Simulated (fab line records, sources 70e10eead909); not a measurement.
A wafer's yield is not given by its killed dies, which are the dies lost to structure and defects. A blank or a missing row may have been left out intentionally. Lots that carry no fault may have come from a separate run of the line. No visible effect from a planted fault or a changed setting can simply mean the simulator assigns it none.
A struck lot beside a sound one / flow nand harc / 14 out of 1159 route steps
Sound: these wafers, L162.2, L162.4, L162.6. The struck wafers were L169.3, L169.4, L169.5. The cause is named last.
At each step with rows: each side's tool, then ch and its chambers, then its first start. Under that, the readings that differ: sound wafers / struck wafers / difference of the means / sigmas: that difference in standard deviations of wafers without a fault.
alike: words and numbers the same on both sides, and readings whose means are apart by under 2 such deviations; not compared: readings that were withheld, readings missing a value for some wafer, numbers with overlapping values and no deviation given by the record, and bounds like >300 which may hide the same value.
The two part at a step that has a row with sigmas, a row that says differs or no value, or rows on one side only. Non-overlapping numbers with no deviation appear without sigmas and do not part them. Lack of a reading on every wafer of one side parts them only where that side has two or more wafers.

NHARC_A_M1_OVL_MEAS_10: pitch 240 nm.
  sound: overlay-02 at day 20 04:16; struck: overlay-02 at day 21 17:23
  alike: overlay x nm, overlay y nm
NHARC_A_M1_INSPECT_11:
  sound: defect inspect-01 at day 20 04:18; struck: defect inspect-01 at day 21 17:26
  alike: raw defect count
then, 1 step without rows for these wafers: NHARC_A_M1_DESCUM_14 (chemistry O2, time 3 s).
NHARC_A_M1_ETCH_35: etches the open film in N2/H2, target depth 40 nm, overetch 12 nm, time 43.94 s.
  sound on rie diel-05 ch 0,2,3, day 20 04:26; struck on rie diel-02 ch 0,1,3, day 21 17:35
  alike: bias w, drypump motor current A, oes product au, rf vpp V, showerhead plenum p Torr, throttle valve pct
  not compared: rf hours counter h
NHARC_A_M1_ETCH_15: etches the open film in C4F8/Ar, target depth 182.5 nm, time 91.2 s.
  sound: rie diel-05 ch 0,1; struck: rie diel-02 ch 1,2,3
  alike: bias w, oes product au, rf vpp V
  not compared: rf hours counter h
NHARC_A_M1_CD_MEAS_16:
  sound: cd sem-03 at day 20 04:40; struck: cd sem-02 at day 21 17:49
  alike: cd nm
NHARC_A_M1_STRIP_18: strips in N2/H2.
  sound on rie diel-02 ch 1,3, day 20 04:46; struck on rie diel-05 ch 0,1,2, day 21 17:53
  alike: drypump motor current A, oes product au, rf vpp V, showerhead plenum p Torr, throttle valve pct
  not compared: rf hours counter h
then, 3 steps without rows for these wafers: NHARC_A_M1_ETCH_28 (etches the open film in CF4/N2, target depth 30 nm, time 72.99 s); NHARC_A_M1_STRIP_19 (strips in post etch residue remover, time 600 s); NHARC_A_M1_DEGAS_29 (time 60 s).
NHARC_A_M1_PRE_CLEAN_30: time 30 s.
  sound on pvd sputter-02; struck on pvd sputter-01
  alike: heater power w
NHARC_A_M1_PVD_20: deposits TaN, target thk 5 nm, time 8.06 s.
  sound on pvd sputter-02; struck on pvd sputter-01
  alike: bias v, cathode dc power W, throttle valve pct
NHARC_A_M1_PVD_21: deposits Cu, target thk 30 nm, time 20.49 s.
  sound: pvd sputter-02 at day 20 05:36; struck: pvd sputter-01 at day 21 18:46
  no value came back on the struck wafers for cathode dc power W (W), chamber pressure pa (Pa), throttle valve pct (%); on the sound wafers cathode dc power W (W) reads 4999.7 5000.7 4998.4
then, 1 step without rows for these wafers: NHARC_A_M1_ECD_22 (material Cu, target thk 400 nm).

WHERE THEY PART
Within this record, at NHARC_A_M1_PVD_21 only.

WHY: what had been put in by the simulator
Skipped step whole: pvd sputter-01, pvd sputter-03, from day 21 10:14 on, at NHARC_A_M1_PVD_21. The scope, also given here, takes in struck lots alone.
